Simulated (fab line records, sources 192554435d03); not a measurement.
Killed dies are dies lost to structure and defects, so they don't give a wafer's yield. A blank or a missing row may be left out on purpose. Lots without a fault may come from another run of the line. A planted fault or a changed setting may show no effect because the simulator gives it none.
fab line records | flow n5_finfet
record lots=7 wafers=21
route steps=1938 shown BEOL_M12@1604 BEOL_M14@1737 BEOL_M15@1808 TV_OPEN@1890 PASSIVATION@1901
start_h: hours from the record's first day to the start of the lot's first wafer shown | wait_h: hours since the lot's step before | " the same as in the row above | L1.1+2: a row that stands for several wafers | - no value, or no start given | * or withheld: withheld | < > ~ a bound
route shown NAME@n: a module of which the file shows steps, and the number in the route of the first | usual: mean/standard deviation of fault-free wafers | same: alike in all rows | chamber/n: place in a boat | sites: the reading at each site | _std_site: their standard deviation | _edge_site: outer sites' mean less inner sites' | radius_mm: how far each site lies from the wafer's centre | mask NAME#n: copy n | behind: the tool/chamber that last shaped the wafer | hold: why the lot was held/for how many hours/how that ended | device: the transistor (n, p or np) that didn't switch | end of line: the same wafers' tests at the end of the route | a step without rows: its recipe alone | killed: dies lost to structure and defects at the first sort, not the wafer's yield | map: a wafer's dies, x killed, . not, _ none there
set.NAME: the setting as run; set.NAME@STEP: as run at that earlier step | model.NAME: the simulator's own value behind a step, which no gauge read
lots whose settings were changed on purpose; a table a step, a row a wafer
## steps
# step N5_BEOL_M12_COAT_58
# recipe resist=BARC temp_c=205 time_s=60 spin_rpm=1500 resist_thk_nm=89
# columns lot.wafer tool chamber start_h wait_h set.spin_rpm model.BARC_of_BEOL_M12_COAT_58.thk_nm
L080.1+5 litho_track-05 0 264.02 0.0 1500 89
L080.2 " 0 " " 1500 88.8
L081.3+6 litho_track-05 0 270.92 0.0 1500 88.8
L081.4 " 0 " " 1651 84.8
L084.1+4 litho_track-04 0 298.13 0.0 1500 89
L084.5 " 0 " " 1500 88.8
L088.1 litho_track-04 0 312.01 0.0 1500 88.8
L088.2 " 0 " " 1439 90.6
L088.3 " 0 " " 1500 88.6
L091.1 litho_track-05 0 335.17 0.0 1500 89.6
L091.5 " 0 " " 1668 84.8
L091.6 " 0 " " 1500 89.4
L093.1 litho_track-01 0 343.36 0.0 1500 89
L093.2 " 0 " " 1500 88.8
L093.5 " 0 " " 1571 87
L095.3 litho_track-01 0 366.16 0.0 1500 89
L095.4 " 0 " " 1654 84.6
L095.6 " 0 " " 1654 84.8
# step N5_BEOL_M12_DESCUM_15
# recipe chemistry=O2 time_s=7.9 source_power_w=50 bias_power_w=20 pressure_mtorr=20 rf_frequency_hz=2.712e+07 temp_c=40 o2_flow_sccm=225
# columns lot.wafer tool chamber start_h wait_h set.time_s
L080.1+2+5 rie_diel-06 2,3,1 264.48 0.1 7.9
L081.3+6 rie_diel-03 0 271.28 0.0 6.819
L081.4 " 1 " " 7.9
L084.1 rie_diel-02 3 298.63 0.2 9.006
L084.4+5 " 0 " " 7.9
L088.1+2+3 rie_diel-02 3,2,1 312.54 0.1 7.9
L091.1 rie_diel-03 3 335.94 0.4 7.093
L091.5+6 " 0,1 " " 7.9
L093.1+2+5 rie_diel-03 2,1,2 343.88 0.1 6.56
L095.3+4 rie_diel-06 2,1 366.73 0.1 7.9
L095.6 " 1 " " 9.226
# step N5_BEOL_M12_ETCH_59
# recipe chemistry=N2/H2 target=BARC target_depth_a=890 overetch_a=267 time_s=67.9 ion_energy_ev=200 pressure_mtorr=30 source_w=840 bias_w=150 n2_flow_sccm=200 h2_flow_sccm=200
# columns lot.wafer tool chamber start_h wait_h set.spin_rpm@BEOL_M12_COAT_58 model.etch.depth_nm
L080.1 rie_diel-06 2 264.52 0.0 1500 88.93
L080.2 " 3 " " 1500 88.87
L080.5 " 1 " " 1500 88.95
L081.3 rie_diel-03 0 271.31 0.0 1500 88.86
L081.4 " 1 " " 1651 84.89
L081.6 " 0 " " 1500 88.75
L084.1 rie_diel-02 3 298.66 0.0 1500 89.06
L084.4 " 0 " " 1500 88.96
L084.5 " 0 " " 1500 88.81
L088.1 rie_diel-02 3 312.58 0.0 1500 88.82
L088.2 " 2 " " 1439 90.66
L088.3 " 1 " " 1500 88.56
L091.1 rie_diel-03 3 335.97 0.0 1500 89.58
L091.5 " 0 " " 1668 84.77
L091.6 " 1 " " 1500 89.35
L093.1 rie_diel-03 2 343.91 0.0 1500 89.01
L093.2 " 1 " " 1500 88.7
L093.5 " 2 " " 1571 86.91
L095.3 rie_diel-06 2 366.76 0.0 1500 89.05
L095.4 " 1 " " 1654 84.62
L095.6 " 1 " " 1654 84.75
# step N5_BEOL_M12_VIA_ETCH_16
# recipe chemistry=C4F8/O2/Ar target=SiOC pressure_mtorr=30 source_w=3000 bias_w=700 Ar_flow_sccm=400 C4F8_flow_sccm=15 O2_flow_sccm=8 he_inner_torr=15 he_outer_torr=30 target_depth_a=7248 time_s=withheld ion_energy_ev=250 ends=cleared
# step N5_BEOL_M12_STRIP_63
# recipe chemistry=N2/H2 power_w=1000 temp_c=250 h2_frac=0.65 overash_fraction=0.3 pressure_mtorr=1000 n2_flow_sccm=1750 h2_flow_sccm=3250
# step N5_BEOL_M12_STRIP_64
# recipe chemistry=N2/H2 power_w=1000 temp_c=250 h2_frac=0.65 overash_fraction=0.3 pressure_mtorr=withheld n2_flow_sccm=1750 h2_flow_sccm=3250
# usual strip_time_to_endpoint_s=31.30/0.075
# columns lot.wafer tool chamber start_h wait_h set.spin_rpm@BEOL_M12_COAT_58 strip_time_to_endpoint_s
L080.1 plasma_asher-01 0 264.83 0.0 1500 31.31
L080.2 " 1 " " 1500 31.27
L080.5 " 1 " " 1500 31.32
L081.3 plasma_asher-02 0 271.64 0.0 1500 31.27
L081.4 " 1 " " 1651 30.15
L081.6 " 0 " " 1500 31.23
L084.1 plasma_asher-02 0 298.97 0.0 1500 31.34
L084.4 " 1 " " 1500 31.31
L084.5 " 0 " " 1500 31.26
L088.1 plasma_asher-02 1 312.89 0.0 1500 31.26
L088.2 " 0 " " 1439 31.78
L088.3 " 1 " " 1500 31.17
L091.1 plasma_asher-02 0 336.29 0.0 1500 31.48
L091.5 " 0 " " 1668 30.10
L091.6 " 1 " " 1500 31.40
L093.1 plasma_asher-02 0 344.23 0.0 1500 31.32
L093.2 " 1 " " 1500 31.23
L093.5 " 0 " " 1571 30.72
L095.3 plasma_asher-02 1 367.13 0.0 1500 31.33
L095.4 " 0 " " 1654 30.05
L095.6 " 0 " " 1654 30.09
# step N5_BEOL_M12_SPUTTER_43
# recipe material=TaN target_thk_a=150 temp_c=50 bias_v=168.6 power_w=15000 chamber_pressure_pa=0.12 time_s=24.19
# columns lot.wafer tool chamber start_h wait_h set.time_s model.TaN_of_BEOL_M12_SPUTTER_43.thk_nm
L080.1+5 pvd_sputter-02 - 267.31 0.0 24.19 15
L080.2 " - " " 24.19 14.8
L081.3+4 pvd_sputter-02 - 273.61 0.0 24.19 15.4
L081.6 " - " " 25.62 16.4
L084.1+4 pvd_sputter-01 - 301.31 0.0 25.56 15.8
L084.5 " - " " 24.19 15
L088.1 pvd_sputter-02 - 318.47 0.0 24.19 14.6
L088.2 " - " " 27.42 16.8
L088.3 " - " " 27.42 17
L091.1+5 pvd_sputter-01 - 341.67 0.0 24.19 15
L091.6 " - " " 27.12 16.8
L093.1 pvd_sputter-01 - 348.23 0.0 24.19 14.8
L093.2 " - " " 20.98 13
L093.5 " - " " 20.98 12.8
L095.3 pvd_sputter-02 - 369.55 0.0 21.98 13.6
L095.4 " - " " 24.19 15.2
L095.6 " - " " 21.98 13.8
# step N5_BEOL_M14_COAT_65
# recipe resist=SOC temp_c=250 time_s=60 spin_rpm=1500 resist_thk_nm=450
# columns lot.wafer tool chamber start_h wait_h set.spin_rpm model.SOC_of_BEOL_M14_COAT_65.thk_nm
L080.1 litho_track-02 0 274.93 0.0 1500 449.8
L080.2 " 0 " " 1500 450.8
L080.5 " 0 " " 1500 451
L081.3 litho_track-01 0 282.55 0.0 1598 435.4
L081.4 " 0 " " 1500 450.8
L081.6 " 0 " " 1500 448.8
L084.1 litho_track-01 0 312.57 0.0 1355 470.4
L084.4 " 0 " " 1355 470.6
L084.5 " 0 " " 1355 471.6
L088.1 litho_track-02 0 327.82 0.0 1630 432.4
L088.2 " 0 " " 1500 448.4
L088.3 " 0 " " 1500 450.6
L091.1 litho_track-05 0 349.10 0.0 1500 451
L091.5 " 0 " " 1500 450
L091.6 " 0 " " 1434 461.4
L093.1 litho_track-05 0 357.08 0.0 1650 429
L093.2 " 0 " " 1500 450.4
L093.5 " 0 " " 1650 428.8
L095.3 litho_track-05 0 380.51 0.0 1340 476.6
L095.4 " 0 " " 1500 449.2
L095.6 " 0 " " 1500 451.4
# step N5_BEOL_M15_ETCH_61
# recipe chemistry=N2/H2 target=BARC target_depth_a=890 overetch_a=267 time_s=67.9 ion_energy_ev=200 pressure_mtorr=30 source_w=840 bias_w=150 n2_flow_sccm=200 h2_flow_sccm=200
# columns lot.wafer tool chamber start_h wait_h set.time_s model.coat_of_BEOL_M15_COAT_22.thk_nm
L080.1 rie_diel-05 3 281.74 0.0 67.9 719.4
L080.2 " 0 " " 67.9 719.2
L080.5 " 1 " " 67.9 720.2
L081.3 rie_diel-05 0 292.76 0.0 67.9 714.2
L081.4 " 2 " " 67.9 715.8
L081.6 " 0 " " 78.06 705.8
L084.1 rie_diel-04 2 323.88 0.0 67.9 717.6
L084.4 " 3 " " 67.9 715
L084.5 " 1 " " 67.9 715.2
L088.1 rie_diel-01 2 333.21 0.0 77.12 709.6
L088.2 " 0 " " 77.12 708.8
L088.3 " 3 " " 67.9 711.2
L091.1 rie_diel-05 0 356.19 0.0 56.16 726.6
L091.5 " 2 " " 67.9 716.8
L091.6 " 1 " " 67.9 715.6
L093.1 rie_diel-04 3 365.56 0.0 67.9 717
L093.2 " 0 " " 67.9 718.2
L093.5 " 3 " " 67.9 717.2
L095.3+4 rie_diel-05 3,2 387.46 0.0 67.9 716
L095.6 " 1 " " 56.69 730.4
# step N5_BEOL_M15_SPUTTER_43
# recipe material=TaN target_thk_a=150 temp_c=50 bias_v=168.6 power_w=15000 chamber_pressure_pa=0.12 time_s=24.19
# columns lot.wafer tool chamber start_h wait_h set.power_w model.TaN_of_BEOL_M15_SPUTTER_43.thk_nm
L080.1+2 pvd_sputter-02 - 283.47 0.0 15000 14.6
L080.5 " - " " 15000 14.8
L081.3+6 pvd_sputter-01 - 296.18 0.0 15000 14.6
L081.4 " - " " 12760 12.6
L084.1 pvd_sputter-03 - 325.56 0.0 15000 14.6
L084.4 " - " " 13370 13.2
L084.5 " - " " 15000 15
L088.1 pvd_sputter-02 - 334.13 0.0 13120 13.2
L088.2 " - " " 15000 15
L088.3 " - " " 13120 13
L091.1 pvd_sputter-01 - 358.19 0.0 15000 14.6
L091.5+6 " - " " 12390 12
L093.1 pvd_sputter-01 - 370.09 0.0 16300 16.4
L093.2 " - " " 16300 16.2
L093.5 " - " " 15000 15.2
L095.3 pvd_sputter-01 - 389.92 0.0 15000 15
L095.4 " - " " 15000 15.4
L095.6 " - " " 13400 13.4
# step N5_PASSIVATION_ETCH_15
# recipe chemistry=CF4/N2 target=SiCN target_depth_a=750 taper_deg=2 time_s=81.2 ion_energy_ev=150 mask_material=SiNx pressure_mtorr=40 source_w=430 bias_w=70 Ar_flow_sccm=100 cf4_flow_sccm=60 n2_flow_sccm=60
# usual rf_vpp_V=382.3/1.7
# columns lot.wafer tool chamber start_h wait_h set.bias_w rf_vpp_V
L080.1 rie_diel-01 0 - - 70 385.5
L080.2 " 2 " " 70 380.6
L080.5 " 3 " " 70 383.1
L081.3 rie_diel-04 0 - - 70 384.7
L081.4 " 2 " " 70 381.9
L081.6 " 3 " " 70 383.5
L084.1 rie_diel-05 1 - - 81.94 419.1
L084.4 " 3 " " 70 382.7
L084.5 " 3 " " 70 382.9
L088.1 rie_diel-04 0 - - 70 382.0
L088.2 " 1 " " 70 382.3
L088.3 " 2 " " 70 379.4
L091.1 rie_diel-04 1 - - 70 381.4
L091.5 " 3 " " 60.64 349.8
L091.6 " 0 " " 70 382.8
L093.1 rie_diel-05 0 - - 70 384.2
L093.2 " 3 " " 60.42 347.0
L093.5 " 0 " " 60.42 351.3
L095.3 rie_diel-04 1 - - 70 381.1
L095.4 " 0 " " 70 383.8
L095.6 " 0 " " 70 384.9
# step N5_PASSIVATION_EXPOSE_27
# recipe mask_id=PAD na=0.55 source_shape=conventional sigma_outer=0.8 polarization=unpolarized defocus_nm=0 dose_mj=32.3
# columns lot.wafer tool chamber start_h wait_h mask set.dose_mj
L080.1+2+5 krf_scanner-01 0 296.86 - PAD#0 32.3
L081.3 krf_scanner-01 0 305.28 - PAD#0 29.98
L081.4+6 " 0 " " PAD#0 32.3
L084.1+4 krf_scanner-02 0 334.11 - PAD#0 34.15
L084.5 " 0 " " PAD#0 32.3
L088.1 krf_scanner-01 0 348.41 - PAD#0 34.42
L088.2+3 " 0 " " PAD#0 32.3
L091.1+5+6 krf_scanner-02 0 369.53 - PAD#0 32.3
L093.1+2+5 krf_scanner-01 0 383.12 - PAD#0 32.3
L095.3 krf_scanner-02 0 397.69 - PAD#0 34.03
L095.4+6 " 0 " " PAD#0 32.3
# step N5_PASSIVATION_PEB_28
# recipe peb_temp_c=withheld peb_time_s=*
# step N5_PASSIVATION_DEVELOP_29
# recipe develop_time_s=60 rinse_liquid=diw dry=air_spin dev_temp_c=21
# step N5_PASSIVATION_HARDBAKE_31
# recipe temp_c=130 time_s=120
# step N5_PASSIVATION_CD_MEAS_30
# recipe target_cd_nm=4000 landing_energy_ev=500 detector=se_inlens polarity=opening
# usual cd_nm=3999.7/1.7
# columns lot.wafer tool chamber start_h wait_h set.dose_mj@PASSIVATION_EXPOSE_27 cd_nm
L080.1 cd_sem-01 0 297.04 - 32.3 4002.7
L080.2 " 0 " " 32.3 4001.2
L080.5 " 0 " " 32.3 4002.6
L081.3 cd_sem-01 0 305.44 - 29.98 3985.7
L081.4 " 0 " " 32.3 3997.4
L081.6 " 0 " " 32.3 3999.4
L084.1 cd_sem-02 0 334.28 - 34.15 4010.0
L084.4 " 0 " " 34.15 4009.2
L084.5 " 0 " " 32.3 3999.4
L088.1 cd_sem-01 0 348.58 - 34.42 4011.7
L088.2 " 0 " " 32.3 4000.7
L088.3 " 0 " " 32.3 3998.8
L091.1 cd_sem-03 0 369.70 - 32.3 3999.6
L091.5 " 0 " " 32.3 4000.5
L091.6 " 0 " " 32.3 4000.0
L093.1 cd_sem-02 0 383.29 - 32.3 3998.6
L093.2 " 0 " " 32.3 3998.8
L093.5 " 0 " " 32.3 4000.6
L095.3 cd_sem-03 0 397.86 - 34.03 4008.9
L095.4 " 0 " " 32.3 4001.6
L095.6 " 0 " " 32.3 3996.9
## key
split step=N5_BEOL_M12_COAT_58 setting=spin_rpm stated=1500 by=wafer
response step=N5_BEOL_M12_COAT_58 reading=model.BARC_of_BEOL_M12_COAT_58.thk_nm change=-0.414 per=1% r=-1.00
response step=N5_BEOL_M12_ETCH_59 reading=model.etch.depth_nm change=-0.414 per=1% r=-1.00
response step=N5_BEOL_M12_STRIP_64 reading=strip_time_to_endpoint_s change=* per=1% r=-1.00
split step=N5_BEOL_M12_DESCUM_15 setting=time_s stated=7.9 by=wafer
response none clear
split step=N5_BEOL_M12_SPUTTER_43 setting=time_s stated=24.19 by=wafer
response step=N5_BEOL_M12_SPUTTER_43 reading=model.TaN_of_BEOL_M12_SPUTTER_43.thk_nm change=+0.156 per=1% r=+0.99
split step=N5_BEOL_M14_COAT_65 setting=spin_rpm stated=1500 by=wafer
response step=N5_BEOL_M14_COAT_65 reading=model.SOC_of_BEOL_M14_COAT_65.thk_nm change=-2.24 per=1% r=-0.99
split step=N5_BEOL_M15_ETCH_61 setting=time_s stated=67.9 by=wafer
response step=N5_BEOL_M15_ETCH_61 reading=model.coat_of_BEOL_M15_COAT_22.thk_nm change=-0.594 per=1% r=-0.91
split step=N5_BEOL_M15_SPUTTER_43 setting=power_w stated=15000 by=wafer
response step=N5_BEOL_M15_SPUTTER_43 reading=model.TaN_of_BEOL_M15_SPUTTER_43.thk_nm change=+0.147 per=1% r=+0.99
split step=N5_PASSIVATION_ETCH_15 setting=bias_w stated=70 by=wafer
response step=N5_PASSIVATION_ETCH_15 reading=rf_vpp_V change=+2.33 per=1% r=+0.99
split step=N5_PASSIVATION_EXPOSE_27 setting=dose_mj stated=32.3 by=wafer
response step=N5_PASSIVATION_CD_MEAS_30 reading=cd_nm change=+1.79 per=1% r=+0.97
